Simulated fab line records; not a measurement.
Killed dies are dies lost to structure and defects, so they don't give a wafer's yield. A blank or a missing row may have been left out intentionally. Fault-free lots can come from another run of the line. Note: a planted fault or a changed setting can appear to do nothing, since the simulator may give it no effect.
Split-lot study    flow n5_finfet    21 wafers read across 7 lots, on a route 1938 steps long

== THE SPLIT ITSELF ==
At N5_BEOL_M7_EXPOSE_08 (exposes mask M7), the setting dose_mj was moved away from the recipe's 68.25 on 8 of the 21 wafers read, by -4.8% to +6.7%. This setting was run at the recipe's value on the other wafers.

== FROM THE SPLIT TO THE READING: what the file shows between them, 15 steps ==
- N5_BEOL_M7_PEB_09: peb time 60 s
- N5_BEOL_M7_DEVELOP_10: develop time 30 s
- N5_BEOL_M7_CD_MEAS_11: target cd 38.5 nm
- N5_BEOL_M7_DESCUM_16: chemistry O2, time 7.9 s
- N5_BEOL_M7_ETCH_61: etches SiARC in CF4, target depth 45.5 nm, time 75.8 s
- N5_BEOL_M7_ETCH_62: etches SOC in N2/H2, target depth 110 nm, overetch 22 nm, time 165 s
- N5_BEOL_M7_STRIP_68: strips in N2/H2
- N5_BEOL_M7_STRIP_67: strips in CF4
- N5_BEOL_M7_HM_OPEN_17: chemistry Cl2/BCl3, target TiN, target depth 20 nm, overetch 6 nm
- N5_BEOL_M7_STRIP_19: strips in O2
- N5_BEOL_M7_CD_MEAS_18: pitch 80 nm, target cd 40 nm
- N5_BEOL_M7_COAT_63: time 60 s, resist thk 60 nm
- N5_BEOL_M7_COAT_64: time 60 s, resist thk 12 nm
- N5_BEOL_M7_PRECLEAN_42: cleans in residue remover, time 60 s
- N5_BEOL_M7_SRD_43: time 30 s

== THE READING ==
At N5_BEOL_M7_CD_MEAS_35: cd_nm in nanometres, against a target cd of 40 nm. Typical for fault-free wafers on this fab line: 40.2 nm, with standard deviation 0.63 nm.

wafer   tool, chamber at the split  dose_mj as run  against the recipe  cd_nm, nm  against lot-mates on the recipe
L074.1  arfi_scanner-02, 0          65.79           -3.6%               39.2       -2.1
L074.2  arfi_scanner-02, 0          65.79           -3.6%               38.1       -3.2
L074.4  arfi_scanner-02, 0          68.25           recipe              41.3       -
L075.3  arfi_scanner-02, 0          68.25           recipe              40.0       -
L075.4  arfi_scanner-02, 0          68.25           recipe              39.3       -
L075.5  arfi_scanner-02, 0          68.25           recipe              39.4       -
L076.1  arfi_scanner-03, 0          64.94           -4.8%               37.8       -2.3
L076.4  arfi_scanner-03, 0          64.94           -4.8%               38.5       -1.6
L076.5  arfi_scanner-03, 0          68.25           recipe              40.1       -
L077.1  arfi_scanner-03, 0          68.25           recipe              40.0       -
L077.3  arfi_scanner-03, 0          68.25           recipe              40.4       -
L077.6  arfi_scanner-03, 0          68.25           recipe              40.5       -
L080.4  arfi_scanner-01, 0          72.84           +6.7%               43.0       +2.8
L080.5  arfi_scanner-01, 0          68.25           recipe              40.2       -
L080.6  arfi_scanner-01, 0          72.84           +6.7%               43.2       +3.0
L083.1  arfi_scanner-02, 0          68.25           recipe              40.2       -
L083.2  arfi_scanner-02, 0          66.69           -2.3%               39.7       -0.9
L083.6  arfi_scanner-02, 0          68.25           recipe              41.0       -
L090.4  arfi_scanner-03, 0          68.25           recipe              40.1       -
L090.5  arfi_scanner-03, 0          68.25           recipe              39.3       -
L090.6  arfi_scanner-03, 0          70.65           +3.5%               41.1       +1.4

FIT RESULTS
A straight line over all 21 wafers: cd_nm changes by +0.41 nm for each +1% of dose_mj; r = +0.92; the points scatter about the line by 0.55 nm.
The same after taking each lot's own level away (the mean of its wafers on the recipe; 21 wafers): +0.463 nm for each +1%; r = +0.95; scatter 0.46 nm.
Per that fit: largest dose_mj move, reading shift of 3.1 nm.
Across the lots, their own levels run from 39.57 to 41.30 nm, a range of 2.8 times the standard deviation given above.
Thus the slope moves with the lot-to-lot level: the two fits are different.
Check: with one of the wafers moved furthest among these (+6.7%) left out of the fit, the line predicts +3.12 nm for it against its lot-mates. It came out at +2.8 nm against them.

== OTHER SPLITS APPLIED TO THESE WAFERS ==
These wafers also went through other splits before the reading. Each is held against what the fit with the lots' levels taken away leaves over:
other split on the same wafers  wafers away from the commonest value  r with cd_nm (lot level and that fit taken away)
N5_BEOL_M7_ILD_DEP_00 time_s    11                                    +0.26

== THE WHOLE CHAIN: every reading that the file lists as answering this split, in the file's order ==
step                   what it does                                                          reading                                                                change (the file's fit)                r (the file's)
N5_BEOL_M7_CD_MEAS_11  target cd 38.5 nm                                                     cd_nm                                                                  +0.382 nm for each +1% of the setting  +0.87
N5_BEOL_M7_ETCH_61     etches SiARC in CF4, target depth 45.5 nm, time 75.8 s                BEOL_M7.cd_offset_nm (the simulator's own value, which no gauge read)  +0.475 nm for each +1% of the setting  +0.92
N5_BEOL_M7_ETCH_62     etches SOC in N2/H2, target depth 110 nm, overetch 22 nm, time 165 s  BEOL_M7.cd_offset_nm (the simulator's own value, which no gauge read)  +0.425 nm for each +1% of the setting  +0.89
N5_BEOL_M7_HM_OPEN_17  chemistry Cl2/BCl3, target TiN, target depth 20 nm, overetch 6 nm     BEOL_M7.cd_offset_nm (the simulator's own value, which no gauge read)  +0.445 nm for each +1% of the setting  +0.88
N5_BEOL_M7_CD_MEAS_18  pitch 80 nm, target cd 40 nm                                          cd_nm                                                                  +0.469 nm for each +1% of the setting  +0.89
N5_BEOL_M7_CD_MEAS_35  target cd 40 nm                                                       cd_nm                                                                  +0.454 nm for each +1% of the setting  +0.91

== FILE'S OWN FIT ==
cd_nm changes by +0.454 nm for each +1% of dose_mj, r = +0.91.
